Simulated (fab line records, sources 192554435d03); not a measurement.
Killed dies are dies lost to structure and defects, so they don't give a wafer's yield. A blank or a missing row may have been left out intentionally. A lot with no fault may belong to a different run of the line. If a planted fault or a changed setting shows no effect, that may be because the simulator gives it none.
Matching of chambers -- flow n5Finfet -- N5_BEOL_M5_ETCH_41 on rieDiel-04 has 4 sister chambers
The step etches SiCN in CH3F/O2, target depth 31.5 nm, time 56.7 s. 4 wafers are shown with their chamber, then 8 later ones without.

== WAFERS WITH THEIR CHAMBER ==
wafer,chamber,throttleValvePct (%)
L245.5,1,16.74
L247.3,3,16.44
L247.5,2,16.17
L248.1,0,16.47

== WAFERS WHOSE CHAMBER IS MISSING ==
wafer,throttleValvePct (%)
L248.4,16.50
L248.6,16.15
L252.1,15.89
L252.2,16.50
L252.6,16.17
L254.1,16.19
L254.2,15.90
L254.6,15.91

== EACH ONE'S CHAMBER ==
wafer,from the rows above,in truth
L248.4,can't be placed: 0 or 3 or 1 or 2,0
L248.6,can't be placed: 2 or 3 or 0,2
L252.1,can't be placed: 2 or 3 or 0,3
L252.2,can't be placed: 0 or 3 or 1 or 2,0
L252.6,can't be placed: 2 or 3 or 0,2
L254.1,can't be placed: 2 or 3 or 0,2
L254.2,can't be placed: 2 or 3 or 0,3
L254.6,can't be placed: 2 or 3 or 0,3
Correct placement for 0 of the 8. Unplaceable from these rows: 8, with the true chamber sitting among the candidates in 8. Wrongly placed: 0.
How it was worked out, from the rows above alone: a wafer's distance from a chamber is the root of the sum, over the readings, of the square of ((its reading less the chamber's mean) divided by the reading's scatter). The wafer belongs to the nearest chamber; if the next one is less than 2 further off, it can't be placed. A chamber's mean is the mean of its shown wafers. The scatter: root of mean squared gap, hidden wafer to nearest shown wafer, with one shown wafer a chamber.
